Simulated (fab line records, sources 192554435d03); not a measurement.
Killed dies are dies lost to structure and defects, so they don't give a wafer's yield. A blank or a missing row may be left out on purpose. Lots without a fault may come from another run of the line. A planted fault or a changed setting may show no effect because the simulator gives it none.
One fault seen from 2 desks | flow n5_finfet | each desk has only its own numbers; what lay behind them comes last

THE TOOL OWNER'S DESK: rie_diel-05
The tool's own readings at N5_BEOL_M2_ETCH_64 (etches SOC in N2/H2, target depth 75 nm, overetch 22.5 nm, time 121.9 s): means of the sampled wafers that have a number, for each lot that ran on this tool. A lot is out of limits, marked OUT, if its mean lies more than 4 standard deviations from the usual mean; the brackets give that distance.
Columns: A = bias_w at N5_BEOL_M2_ETCH_64, usual 150.0 W; B = drypump_motor_current_A at N5_BEOL_M2_ETCH_64, usual 5.8 A; C = oes_product_au at N5_BEOL_M2_ETCH_64, usual 0.61 a.u.; D = rf_vpp_V at N5_BEOL_M2_ETCH_64, usual 522.6 V; E = showerhead_plenum_p_Torr at N5_BEOL_M2_ETCH_64, usual 2.50 Torr; F = throttle_valve_pct at N5_BEOL_M2_ETCH_64, usual 17.7 %
lot  | first seen here | A               | B   | C    | D               | E    | F
L802 | day 6 22:58     | 149.9           | 5.8 | 0.64 | 521.9           | 2.47 | 17.5
L806 | day 8 00:59     | 150.2           | 6.0 | 0.58 | 522.9           | 2.51 | 17.7
L810 | day 8 22:19     | 149.5           | 5.8 | 0.58 | 522.0           | 2.48 | 17.6
L819 | day 11 07:10    | 110.7 (-86) OUT | 6.0 | 0.60 | 431.2 (-44) OUT | 2.48 | 17.6
L820 | day 11 12:35    | 110.2 (-86) OUT | 5.6 | 0.58 | 429.5 (-44) OUT | 2.45 | 17.6
This desk's finding: out of limits on L819, L820; first on L819, day 11 07:10 (bias_w at N5_BEOL_M2_ETCH_64). In limits: L802, L806, L810.

THE METROLOGY DESK
What the gauges read, lot by lot, whatever tool the lot ran on: means of the sampled wafers that have a number. A lot is out of limits, marked OUT, if its mean lies more than 4 standard deviations from the usual mean; the brackets give that distance. Of its 11 readings 7 are shown: those that lie furthest out on some lot.
Columns: A = DIBL_P at N5_BEOL_M4_RC_MEAS_101, usual 36.0 mV/V; B = IOFF_P at N5_BEOL_M4_RC_MEAS_101, usual 0.21 nA/um; C = ION_N at N5_BEOL_M4_RC_MEAS_101, usual 678 uA/um; D = ION_P at N5_BEOL_M4_RC_MEAS_101, usual 464 uA/um; E = SS_N at N5_BEOL_M4_RC_MEAS_101, usual 71.5 mV/dec; F = VT_N at N5_BEOL_M4_RC_MEAS_101, usual 249 mV; G = VT_P at N5_BEOL_M4_RC_MEAS_101, usual -250 mV
lot  | first seen here | A    | B    | C   | D   | E    | F   | G
L800 | day 6 21:20     | 34.4 | 0.22 | 676 | 467 | 71.6 | 251 | -247
L802 | day 6 23:19     | 32.7 | 0.16 | 675 | 460 | 71.0 | 249 | -254
L804 | day 7 08:11     | 35.0 | 0.16 | 660 | 454 | 70.7 | 255 | -257
L806 | day 8 01:38     | 34.6 | 0.15 | 666 | 449 | 72.0 | 251 | -258
L810 | day 8 22:45     | 35.2 | 0.17 | 669 | 454 | 71.2 | 250 | -252
L812 | day 9 10:43     | 38.6 | 0.23 | 671 | 462 | 71.5 | 247 | -250
L819 | day 11 07:32    | 34.3 | 0.17 | 661 | 455 | 71.4 | 254 | -252
L820 | day 11 12:57    | 34.1 | 0.16 | 665 | 455 | 70.8 | 253 | -255
L822 | day 11 20:10    | 36.1 | 0.23 | 679 | 470 | 72.1 | 251 | -249
L823 | day 12 06:39    | 35.2 | 0.20 | 686 | 463 | 71.6 | 249 | -252
This desk's finding: nothing out of limits on any of the 10 lots.

PUT TOGETHER
The tool owner's desk could have raised an alarm at day 11 07:10, on L819, L820.
The metrology desk saw nothing out of limits.
The metrology desk has L819, L820 on record, within its limits.
Of the lots named, all ran N5_BEOL_M2_ETCH_64 on rie_diel-05.

WHAT THE SIMULATOR HAD PUT IN
Process parameter drift: rie_diel-05, from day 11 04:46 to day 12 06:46, at N5_BEOL_M2_ETCH_64. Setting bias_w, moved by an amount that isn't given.
Lots struck among those shown: L819, L820.
Hours from the fault's start to each desk's first reading out of limits: the tool owner's desk, 2.
